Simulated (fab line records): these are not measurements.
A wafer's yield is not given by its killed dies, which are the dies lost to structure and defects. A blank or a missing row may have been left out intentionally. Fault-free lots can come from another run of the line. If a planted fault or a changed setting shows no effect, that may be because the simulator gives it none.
fab line records    flow n5-finfet
[record] lots = 4  wafers = 12  last-day = 18
route steps=1938 shown SD_EPI_N@276 SD_EPI_P@295 SD_ACTIVATION@332 MOL_CONTACT_COAG@537 BEOL_M4@1111 PASSIVATION@1936
lots that met no fault: from a run of the same line without faults
start-h: the number of hours between the record's first day and the start of the first shown wafer of the lot    wait-h: hours from the lot's prior step to this one    " repeats the value in the row above    L1.1+2: a row that stands for several wafers    - value missing, or start not given    * or withheld: withheld    < > ~ a bound
route shown NAME@n: a module of which the file shows steps, and the number in the route of the first    usual: mean/standard deviation taken from wafers without a fault    same: alike in all rows    chamber/n: place in a boat    sites: per-site readings    _std_site: how widely they spread, as a standard deviation    _edge_site: inner sites' mean taken away from outer sites' mean    radius-mm: for every site, how far away it sits from the centre of the wafer    mask NAME#n: copy n    behind: the last tool/chamber to shape the wafer    hold: why the lot went on hold/how many hours it stayed there/how the hold came to an end    device: the n, p or np transistor that did not switch    end of line: at the end of the route, the tests of the same wafers    step lacking rows: just its recipe    killed: dies lost to structure and defects at the first sort, not the wafer's yield    map: a wafer's dies, marking killed ones x, the rest . and places with no die _
set.NAME: the setting the step ran with; set.NAME@STEP: the setting that earlier step ran with    model.NAME: the simulator's own value behind a step, which no gauge read
certain route steps with their lots: each step a table, each wafer a row
services: when a tool's chamber went out of use (start-h, in hours from the record's first day, below 0 if earlier), for how many hours, and the reason
[[steps]]
[step N5_SD_EPI_N_STRIP_36]
[recipe] chemistry = N2/H2  temp-c = 40  n2-flow-sccm = 200  h2-flow-sccm = 200  rf-frequency-hz = 6e+07
[step N5_SD_EPI_N_ETCHBACK_44]
[recipe] chemistry = CH3F/O2  mode = anisotropic-etchback  target = SiNx  target-depth-a = 145  stop-on = SiO2  over-etch-frac = 0.3  ion-energy-ev = 120  pressure-mtorr = 30  source-w = 395  bias-w = 73  Ar_flow_sccm = 150  CH3F_flow_sccm = 30  O2_flow_sccm = 20
[step N5_SD_EPI_N_ETCH_45]
[recipe] chemistry = CH3F/O2  target = SiOCN  target-depth-a = 60  mask-material = SOC  ion-energy-ev = 60  bias-w = 29  pressure-mtorr = 15  source-w = 410  Ar_flow_sccm = 150  CH3F_flow_sccm = 30  O2_flow_sccm = 20
[step N5_SD_EPI_N_ETCH_16]
[recipe] chemistry = CHF3/O2  target = SiO2  target-depth-a = 50  mask-material = SOC  pressure-mtorr = 30  source-w = 650  bias-w = 170  Ar_flow_sccm = 200  CHF3_flow_sccm = 50  O2_flow_sccm = 5  ion-energy-ev = 200
[step N5_SD_EPI_N_STRIP_47]
[recipe] chemistry = CHF3/O2  resist = SiARC  rf-frequency-hz = 6e+07
[step N5_SD_EPI_N_SD_RECESS_17]
[recipe] chemistry = HBr/Cl2/O2  target-depth-a = 410  mask-material = SOC  time-s = 23.7  bt-time-s = 3  pressure-mtorr = 10  icp-w = 800  bias-w = 112  HBr_flow_sccm = 150  Cl2_flow_sccm = 80  O2_flow_sccm = 12
[step N5_SD_EPI_N_STRIP_38]
[recipe] chemistry = N2/H2  power-w = 1000  temp-c = 250  h2-frac = 0.65  overash-fraction = 0.3  pressure-mtorr = withheld  n2-flow-sccm = 1750  h2-flow-sccm = 3250
[step N5_SD_EPI_N_WET_ETCH_43]
[recipe] chemistry = dHF  dilution = withheld  time-s = 14  target = SiO2  target-depth-a = 15  temp-c = 25
[step N5_SD_EPI_N_STRIP_18]
[recipe] chemistry = SPM  time-s = 750  temp-c = 130  h2so4-h2o2-vol-ratio = 4
[step N5_SD_EPI_N_SRD_20]
[recipe] dry = ipa-marangoni  do-ppb = 5  time-s = 30  temp-c = 23  rinse-liquid = diw
[step N5_SD_EPI_N_PRECLEAN_48]
[recipe] chemistry = NF3:NH3  afs-cycles = 2  temp-c = 30  time-s = 20  sublimation-temp-c = 180  sublimation-time-s = 60  pressure-torr = 3  rf-power-w = 30
[step N5_SD_EPI_N_VAPOR_ETCH_50]
[recipe] chemistry = HCl  target = Si  temp-c = 775  time-s = 54  pressure-torr = 20  mode = isotropic
[step N5_SD_EPI_N_EPI_21]
[recipe] material = Si:P  dopant = P  temp-c = 680  pressure-torr = 255  time-s = 690
[usual] chamber-pressure-Torr = 255.0/0.58
lot.wafer  tool          chamber  start-h  wait-h  chamber-pressure-Torr  model.Si-P_of_SD_EPI_N_EPI_21.thk-nm
L715.1     epi-rpcvd-01  0        79.35    0.1     254.8                  57.8
L715.3     "             0        "        "       254.5                  59
L715.4     "             0        "        "       256.1                  58.8
L729.4     epi-rpcvd-01  0        159.98   0.9     363.7                  68.6
L729.5     "             0        "        "       364.1                  68.6
L729.6     "             0        "        "       364.2                  69.2
L730.1     epi-rpcvd-01  0        166.51   0.1     364.4                  68.2
L730.5     "             0        167.63   1.1     365.1                  69
L730.6     "             0        "        "       365.0                  69.2
L732.1     epi-rpcvd-02  0        185.72   0.1     255.7                  58.6
L732.5     "             0        186.84   1.1     256.1                  57.6
L732.6     "             0        "        "       255.4                  58.4
[step N5_SD_EPI_N_EPI_MEAS_23]
[recipe] mode = xrd
[usual] thk-nm = 59.1/1.3
lot.wafer  tool           chamber  start-h  wait-h  thk-nm
L715.1     film-metro-02  -        81.07    1.4     57.8
L715.3     "              -        "        "       60.1
L715.4     "              -        "        "       59.4
L729.4     film-metro-02  -        160.86   0.6     67.7
L729.5     "              -        "        "       69.8
L729.6     "              -        "        "       68.1
L730.1     film-metro-02  -        168.22   1.4     69.0
L730.5     "              -        "        "       70.0
L730.6     "              -        "        "       68.6
L732.1     film-metro-02  -        187.44   1.4     59.6
L732.5     "              -        "        "       58.1
L732.6     "              -        "        "       60.5
[step N5_SD_EPI_N_PRECLEAN_24]
[recipe] chemistry = O3/DIW  time-s = 60  temp-c = 22  o3-ppm = 10
[step N5_SD_EPI_N_SRD_25]
[recipe] time-s = 30  temp-c = 23  rinse-liquid = diw  dry = ipa-marangoni
[step N5_SD_EPI_N_PRECLEAN_49]
[recipe] chemistry = NF3:NH3  afs-cycles = 1  temp-c = 30  time-s = 20  sublimation-temp-c = 180  sublimation-time-s = 60  pressure-torr = 3  rf-power-w = 30
[step N5_SD_EPI_N_LINER_46]
[recipe] material = SiNx  target-thk-a = 30  temp-c = 400  ald-precursor-family = SiH2I2  ald-co-reactant = N2/H2-plasma  pressure-torr = 2
[step N5_SD_EPI_P_COAT_34]
[recipe] resist = SOC  temp-c = 250  time-s = 60  spin-rpm = 1500  resist-thk-nm = 350
[step N5_SD_EPI_P_COAT_35]
[recipe] resist = SiARC  temp-c = 220  time-s = 60  spin-rpm = 1500  resist-thk-nm = 35
[step N5_SD_EPI_P_COAT_03]
[recipe] resist = CAR-ArF-block  spin-rpm = 1500  resist-thk-nm = 150
[step N5_SD_EPI_P_EBR_05]
[recipe] solvent = PGMEA  ebr-width-mm = 1.5
[step N5_SD_EPI_P_SOFTBAKE_04]
[recipe] temp-c = 110  time-s = 60  resist = CAR-ArF-block
[step N5_SD_EPI_P_EXPOSE_06]
[recipe] mask-id = SD_P_BLK  na = 1.35  source-shape = conventional  sigma-outer = 0.8  polarization = unpolarized  target-cd-nm = 240  dose-mj = 39.5
[step N5_SD_EPI_P_PEB_07]
[recipe] peb-temp-c = 110  peb-time-s = 60  resist = CAR-ArF-block
[step N5_SD_EPI_P_DEVELOP_08]
[recipe] develop-time-s = 30  developer = TMAH  resist = CAR-ArF-block  dev-temp-c = 23  rinse-liquid = diw  dry = air-spin
[step N5_SD_EPI_P_DESCUM_14]
[recipe] chemistry = O2  time-s = 7.9  source-power-w = 50  bias-power-w = 20  pressure-mtorr = 20  rf-frequency-hz = 2.712e+07  temp-c = 40  resist = CAR-ArF-block  o2-flow-sccm = 225
[step N5_SD_EPI_P_ETCH_36]
[recipe] chemistry = CF4  target = SiARC  target-depth-a = 455  mask-material = CAR-ArF-block  time-s = 75.8  ion-energy-ev = 80  pressure-mtorr = 40  source-w = 545  bias-w = 36  Ar_flow_sccm = 100  cf4-flow-sccm = 100  ends = cleared
[step N5_SD_EPI_P_ETCH_37]
[recipe] chemistry = N2/H2  target = SOC  overetch-a = 1080  mask-material = SiARC  temp-c = 40  ion-energy-ev = 100  source-w = 3000  bias-w = 133  pressure-mtorr = 20  time-s = 486  n2-flow-sccm = 200  h2-flow-sccm = 200  ends = end-point
[step N5_SD_EPI_P_STRIP_38]
[recipe] chemistry = N2/H2  temp-c = 40  n2-flow-sccm = 200  h2-flow-sccm = 200  rf-frequency-hz = 6e+07
[step N5_SD_EPI_P_ETCHBACK_46]
[recipe] chemistry = CH3F/O2  mode = anisotropic-etchback  target = SiNx  target-depth-a = 175  stop-on = SiO2  over-etch-frac = 0.3  ion-energy-ev = 120  pressure-mtorr = 30  source-w = 395  bias-w = 73  Ar_flow_sccm = 150  CH3F_flow_sccm = 30  O2_flow_sccm = 20
[step N5_SD_EPI_P_ETCH_47]
[recipe] chemistry = CH3F/O2  target = SiOCN  target-depth-a = 250  mask-material = SOC  ion-energy-ev = 60  bias-w = 29  pressure-mtorr = 30  source-w = 410  Ar_flow_sccm = 150  CH3F_flow_sccm = 30  O2_flow_sccm = 20
[step N5_SD_EPI_P_ETCH_16]
[recipe] chemistry = CHF3/O2  target = SiO2  target-depth-a = 50  mask-material = SOC  pressure-mtorr = 30  source-w = 650  bias-w = 170  Ar_flow_sccm = 200  CHF3_flow_sccm = 50  O2_flow_sccm = 5  ion-energy-ev = 200
[step N5_SD_EPI_P_STRIP_50]
[recipe] chemistry = CHF3/O2  resist = SiARC  rf-frequency-hz = 6e+07
[step N5_SD_EPI_P_SD_RECESS_17]
[recipe] chemistry = HBr/Cl2/O2  target-depth-a = 391  bt-time-s = 3  pressure-mtorr = 10  icp-w = 800  bias-w = 112  HBr_flow_sccm = 150  Cl2_flow_sccm = 80  O2_flow_sccm = 12
[step N5_SD_EPI_P_WET_ETCH_45]
[recipe] chemistry = dHF  dilution = withheld  time-s = 10.7  target = SiO2  target-depth-a = 20  temp-c = 25  dry = ipa-marangoni  rinse-time-s = 30  rinse-temp-c = 23
[step N5_SD_EPI_P_STRIP_40]
[recipe] chemistry = N2/H2  power-w = 1000  temp-c = 250  h2-frac = 0.65  overash-fraction = 0.3  pressure-mtorr = withheld  n2-flow-sccm = 1750  h2-flow-sccm = 3250
[step N5_SD_EPI_P_PRECLEAN_52]
[recipe] chemistry = O3/DIW  time-s = 60  temp-c = 22  o3-ppm = 10
[step N5_SD_ACTIVATION_RS_MEAS_03]
[recipe] thk-meas-gauge = four-point-probe
[usual] RS_SD_N = 21.8/0.34  RS_SD_P = 56.2/0.91
lot.wafer  tool           chamber  start-h  wait-h  RS_SD_N[ohm/sq]  RS_SD_P[ohm/sq]
L715.1     film-metro-01  -        86.13    0.2     22.4             56.5
L715.3     "              -        "        "       22.0             56.3
L715.4     "              -        "        "       22.0             57.4
L729.4     film-metro-02  -        166.12   0.1     18.2             56.8
L729.5     "              -        "        "       18.1             56.9
L729.6     "              -        "        "       18.1             56.7
L730.1     film-metro-01  -        173.47   0.2     18.5             54.5
L730.5     "              -        "        "       18.2             54.5
L730.6     "              -        "        "       18.1             54.3
L732.1     film-metro-01  -        192.93   0.2     22.1             56.6
L732.5     "              -        "        "       22.6             56.6
L732.6     "              -        "        "       22.0             57.4
[step N5_MOL_CONTACT_COAG_ETCH_15]
[recipe] chemistry = CH3F/O2  target = SiNx  target-depth-a = 70  mask-material = SOC  stop-on = Si:P  over-etch-frac = 0.75  ion-energy-ev = 120  pressure-mtorr = 30  source-w = 395  bias-w = 73  Ar_flow_sccm = 150  CH3F_flow_sccm = 30  O2_flow_sccm = 20
[usual] drypump-motor-current-A = 5.6/0.46  oes-product-au = 0.60/0.049  rf-vpp-V = 297/5.9  showerhead-plenum-p-Torr = 2.01/0.055  throttle-valve-pct = 16.23/0.23
lot.wafer  tool         chamber  start-h  wait-h  drypump-motor-current-A  oes-product-au  rf-hours-counter-h  rf-vpp-V  showerhead-plenum-p-Torr  throttle-valve-pct  model.Si-P_of_SD_EPI_N_EPI_21.thk-nm
L715.1     rie-diel-02  3        117.14   0.0     5.4                      0.58            126                 295       2.09                      16.38               57
L715.3     "            1        "        "       5.0                      0.66            19                  298       1.98                      16.35               58.2
L715.4     "            2        "        "       5.1                      0.70            7                   285       1.96                      16.34               58
L729.4     rie-diel-03  0        196.44   0.0     5.5                      0.60            78                  304       2.10                      15.80               67.6
L729.5     "            1        "        "       6.2                      0.65            -                   308       2.04                      16.09               67.6
L729.6     "            0        "        "       5.4                      0.60            -                   302       2.10                      15.82               68.2
L730.1     rie-diel-06  0        203.68   0.0     6.2                      0.63            44                  293       1.96                      16.42               67.2
L730.5     "            1        "        "       4.8                      0.54            -                   305       1.91                      16.47               68
L730.6     "            2        "        "       5.4                      0.59            -                   296       1.94                      16.32               68.2
L732.1     rie-diel-06  3        224.52   0.0     6.6                      0.57            107                 297       2.02                      16.48               57.8
L732.5     "            1        "        "       4.8                      0.53            -                   307       1.91                      16.49               56.8
L732.6     "            2        "        "       5.4                      0.59            -                   297       1.94                      16.33               57.6
[step N5_BEOL_M4_RC_MEAS_101]
[usual] DIBL_N = 36.0/1.9  DIBL_P = 36.0/2.1  IOFF_N = 0.155/0.029  IOFF_P = 0.20/0.032  ION_N = 672/11  ION_P = 461/6.9  REXT_N = 75.1/1.5  RS_SD_N = 28.3/0.45  SS_N = 71.5/0.58  SS_P = 73.2/0.64  VT_N = 250.4/2.9  VT_P = -251.0/2.8
lot.wafer  tool       chamber  start-h  wait-h  DIBL_N[mV/V]  DIBL_P[mV/V]  IOFF_N[nA/um]  IOFF_P[nA/um]  ION_N[uA/um]  ION_P[uA/um]  REXT_N[ohm.um]  RS_SD_N[ohm/sq]  SS_N[mV/dec]  SS_P[mV/dec]  VT_N[mV]  VT_P[mV]
L715.1     prober-01  0        209.97   0.0     37.1          36.4          0.160          0.22           665           461           77.3            29.0             72.0          72.8          250.9     -249.1
L715.3     "          0        "        "       37.3          35.9          0.154          0.22           659           460           76.0            28.3             71.5          73.5          253.5     -250.7
L715.4     "          0        "        "       36.4          36.0          0.143          0.21           668           463           76.8            28.1             71.4          72.7          251.8     -248.4
L729.4     prober-02  0        284.41   0.5     38.9          40.0          0.223          0.27           687           464           71.7            23.5             72.1          74.5          243.5     -249.1
L729.5     "          0        "        "       35.6          36.1          0.155          0.20           684           467           71.8            23.5             71.3          73.0          248.0     -248.6
L729.6     "          0        "        "       39.8          39.4          0.236          0.25           689           462           71.4            23.4             72.8          74.7          243.9     -246.8
L730.1     prober-02  0        288.05   0.0     36.6          37.5          0.176          0.22           686           470           70.8            24.0             72.4          73.6          248.1     -247.6
L730.5     "          0        "        "       33.3          33.5          0.124          0.17           672           468           71.0            23.8             70.3          72.8          251.4     -252.7
L730.6     "          0        "        "       33.8          33.1          0.130          0.17           660           450           71.2            23.6             71.2          72.5          251.7     -252.3
L732.1     prober-02  0        311.89   0.0     34.8          34.8          0.151          0.21           676           463           75.8            28.9             71.3          72.6          251.0     -250.0
L732.5     "          0        "        "       33.5          33.6          0.134          0.19           677           468           76.3            29.2             71.2          72.5          252.4     -247.9
L732.6     "          0        "        "       33.5          33.8          0.130          0.18           673           463           74.8            28.7             71.0          71.8          253.3     -252.4
[step N5_PASSIVATION_PROBE_49]
[usual] defect-limited-yield = 91.0/1.5  killed_at_M0_to_M3 = 33/9.4  killed_at_M4_up = 14/4.8  killed-at-contacts = 13/7.3  killed-at-front-end = 43/13  killed-at-other = 3.6/2.9  killed-dies = 106/18  killed-open = 69/13  killed-short = 35/8.2  sort_bin_5_function = 5.3/1  sort_bin_6_memory = 3.3/0.68  sort-n-pass = 1074/18  sort-yield-pct = 91.0/1.5
[same] gross-dies = 1180  killed-at-back-side = 0  sort_bin_4_leakage[%] = 0  sort_bin_8_speed[%] = 0
lot.wafer  tool       chamber  start-h  wait-h  defect-limited-yield[%]  killed_at_M0_to_M3  killed_at_M4_up  killed-at-contacts  killed-at-front-end  killed-at-other  killed-dies  killed-open  killed-short  sort_bin_5_function[%]  sort_bin_6_memory[%]  sort-n-pass  sort-yield-pct[%]
L730.1     prober-01  -        400.35   0.0     90.6                     29                  22               23                  31                   6                111          72           36            5.7                     3.2                   1069         90.6
L730.5     prober-01  -        400.55   0.2     88.1                     41                  22               23                  44                   10               140          100          33            7.2                     4.0                   1040         88.1
L730.6     prober-01  -        400.60   0.3     89.8                     29                  9                32                  48                   2                120          80           37            5.7                     3.9                   1060         89.8
// killed by level:class
L730.1 MOL_CONTACT_COAG:geometric-particle:open=16 BEOL_M4:geometric-particle:short=8 MOL_CONTACT_COAG:geometric-particle:short=7 BEOL_M1:geometric-particle:open=7 STI_FIN_REVEAL:geometric-particle:open=6 BEOL_M2:geometric-particle:open=6 BEOL_M4:geometric-particle:open=6 BEOL_M0_SAQP:geometric-particle:open=5
L730.5 MOL_CONTACT_COAG:geometric-particle:open=19 BEOL_M2:geometric-particle:open=13 BEOL_M3:geometric-particle:open=9 BEOL_M0_SAQP:geometric-particle:open=8 STI_FIN_REVEAL:geometric-particle:open=7 BEOL_M4:geometric-particle:open=7 FIN_SAQP:geometric-particle:open=6 DUMMY_GATE:geometric-particle:open=6
L730.6 MOL_CONTACT_COAG:geometric-particle:open=19 STI_FIN_REVEAL:geometric-particle:open=14 BEOL_M2:geometric-particle:open=13 MOL_CONTACT_COAG:geometric-particle:short=13 FIN_SAQP:geometric-particle:open=11 FIN_SAQP:geometric-particle:short=5 STARTING-WAFER:geometric-particle:short=4 BEOL_M0_SAQP:geometric-particle:short=4
[[services]]
tool          chamber  start-h  hours  kind
rie-diel-02   -        63.34    4.1    repair
rie-diel-03   2        68.24    -      clean
rie-diel-03   2        68.24    -      consumable-replace:focus-ring
rie-diel-03   2        68.24    21.9   scheduled-down
rie-diel-03   2        68.24    21.9   vent-cycle
rie-diel-02   2        74.93    -      clean
rie-diel-02   2        74.93    -      consumable-replace:focus-ring
rie-diel-02   2        74.93    26.6   scheduled-down
rie-diel-02   2        74.93    26.6   vent-cycle
rie-diel-06   -        100.57   14.6   pm
rie-diel-06   0        131.05   5.5    repair
rie-diel-06   0        162.38   3.7    repair
rie-diel-02   1        162.82   3.1    repair
epi-rpcvd-02  -        169.81   2.8    pm
epi-rpcvd-02  -        217.35   1.0    repair
[[key]]
[first-sign] step = N5_SD_EPI_N_EPI_21  reading = chamber-pressure-Torr  direction = up  sigmas = 99+  usual = 255.0  struck = 364.4
[effect] step = N5_SD_EPI_N_EPI_MEAS_23  reading = thk-nm  direction = up  sigmas = 7.7  usual = *  struck = *
[effect] step = N5_SD_ACTIVATION_RS_MEAS_03  reading = RS_SD_N  direction = down  sigmas = 11  usual = 21.8  struck = 18.2
[effect] step = N5_BEOL_M4_RC_MEAS_101  reading = RS_SD_N  direction = down  sigmas = 10  usual = 28.3  struck = 23.6
[effect] step = N5_BEOL_M4_RC_MEAS_101  reading = REXT_N  direction = down  sigmas = 2.5  usual = 75.1  struck = 71.3
[model-effect] step = N5_SD_EPI_N_EPI_21  value = Si-P_of_SD_EPI_N_EPI_21.thk-nm  without = 59.63  struck = 68.8
[model-effect] step = N5_MOL_CONTACT_COAG_ETCH_15  value = Si-P_of_SD_EPI_N_EPI_21.thk-nm  without = 58.93  struck = 67.93
met-at N5_SD_EPI_N_EPI_21
struck-wafers L729.4,L729.5,L729.6,L730.1,L730.5,L730.6
onset-between 79.35 159.98
[fault] kind = process-parameter-drift  tool = epi-rpcvd-01  chamber = -  onset-h = 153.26  steps = N5_SD_EPI_N_EPI_21  channel = pressure-torr  offset = 109.46  shape = step  end-h = 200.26  acts-in = these-recipes-only  stated = 255
